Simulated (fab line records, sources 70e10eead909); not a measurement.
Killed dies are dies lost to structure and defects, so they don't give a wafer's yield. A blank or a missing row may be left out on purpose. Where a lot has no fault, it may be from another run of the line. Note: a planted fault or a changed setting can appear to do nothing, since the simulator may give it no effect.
The tool behind it: which one? | flow nandHarc | at 1 step of a route of 1159, 12 lots with 36 wafers sampled

WHAT THE GAUGES READ, wafer by wafer
NHARC_P_M1_INSPECT_27.
lot  | measured     | on               | rawDefectCount
L075 | day 6 16:47  | defectInspect-01 | 229 233 208
L077 | day 7 02:22  | defectInspect-01 | 363 341 457
L080 | day 7 08:04  | defectInspect-02 | 293 225 253
L081 | day 7 20:19  | defectInspect-02 | 553 487 549
L083 | day 8 12:59  | defectInspect-02 | 198 196 198
L084 | day 8 21:24  | defectInspect-02 | 410 644 565
L087 | day 9 11:26  | defectInspect-02 | 413 223 308
L090 | day 10 04:48 | defectInspect-02 | 226 435 257
L091 | day 10 12:09 | defectInspect-02 | 281 333 268
L094 | day 10 21:47 | defectInspect-02 | 408 573 427
L095 | day 11 16:43 | defectInspect-01 | 465 329 340
L097 | day 12 07:28 | defectInspect-02 | 605 284 360

WHICH TOOL RAN EACH LOT (tool, then ch and the chambers of the sampled wafers, then the start)
Before these readings, the record contains no process step.

THE ANSWER, worked out from the rows above alone
Rule: what is usual is taken from the lots themselves. The widest of any qualifying gaps counts: lots, ordered by their means at a reading, are off when they make up no more than a third of the lots, leave a main group of 4 or more, and stand apart from it by 3 or more times the standard deviation of that group's means. A main group whose means are all the same, to the digits that the tables above print for the reading, isn't used. Also off: a lot with no number at a reading for which 4 or more lots have one. The other lots that the step has rows for count as sound.
None of the lots is off at any reading shown; this tells nothing.

WHAT HAD BEEN PUT IN BY THE SIMULATOR
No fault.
